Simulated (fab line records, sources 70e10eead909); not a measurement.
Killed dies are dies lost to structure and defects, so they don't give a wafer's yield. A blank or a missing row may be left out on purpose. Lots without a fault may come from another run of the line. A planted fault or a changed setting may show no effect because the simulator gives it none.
Chamber matching | flow nand_harc | NHARC_A_CHANNEL_HOLE_D2_DEP_01 on pecvd-03: 3 sister chambers
The step deposits SiON, target thk 140 nm. 14 wafers are shown with their chamber, then 7 later ones without.

WAFERS WITH THEIR CHAMBER
wafer  | chamber | heater_power_w (W)
L076.1 | 1       | 684
L076.5 | 2       | 870
L076.6 | 0       | 693
L081.4 | 1       | 678
L081.5 | 2       | 865
L081.6 | 0       | 730
L084.2 | 1       | 559
L084.3 | 0       | 697
L084.4 | 2       | 742
L085.1 | 1       | 606
L085.4 | 0       | 754
L085.5 | 1       | 626
L087.1 | 2       | 829
L087.2 | 0       | 678

SIGNATURES (means of the wafers above)
reading        | chamber 0 | chamber 1 | chamber 2 | scatter within a chamber
heater_power_w | 710.40    | 630.60    | 826.50    | 47.9
Rule: a wafer's distance from a chamber is the root of the sum, over the readings, of the square of ((its reading less the chamber's mean) divided by the reading's scatter). The wafer belongs to the nearest chamber; if the next one is less than 2 further off, it can't be placed. The scatter: the root of (the sum of the squares of (reading less its chamber's mean) over the shown wafers, divided by (wafers less chambers)).

WAFERS WITHOUT THEIR CHAMBER
wafer  | heater_power_w (W)
L087.3 | 595
L095.1 | 642
L095.3 | 814
L095.4 | 855
L096.1 | 557
L096.2 | 845
L096.3 | 791

WHICH CHAMBER EACH WENT THROUGH
wafer  | from the rows above     | in truth
L087.3 | can't be placed: 1 or 0 | 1
L095.1 | can't be placed: 1 or 0 | 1
L095.3 | can't be placed: 2 or 0 | 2
L095.4 | 2                       | 2
L096.1 | can't be placed: 1 or 0 | 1
L096.2 | 2                       | 2
L096.3 | can't be placed: 2 or 0 | 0
Placed correctly: 2 of 7. Can't be placed from these rows: 5 (the true chamber is among the candidates in 5). Placed wrongly: 0.
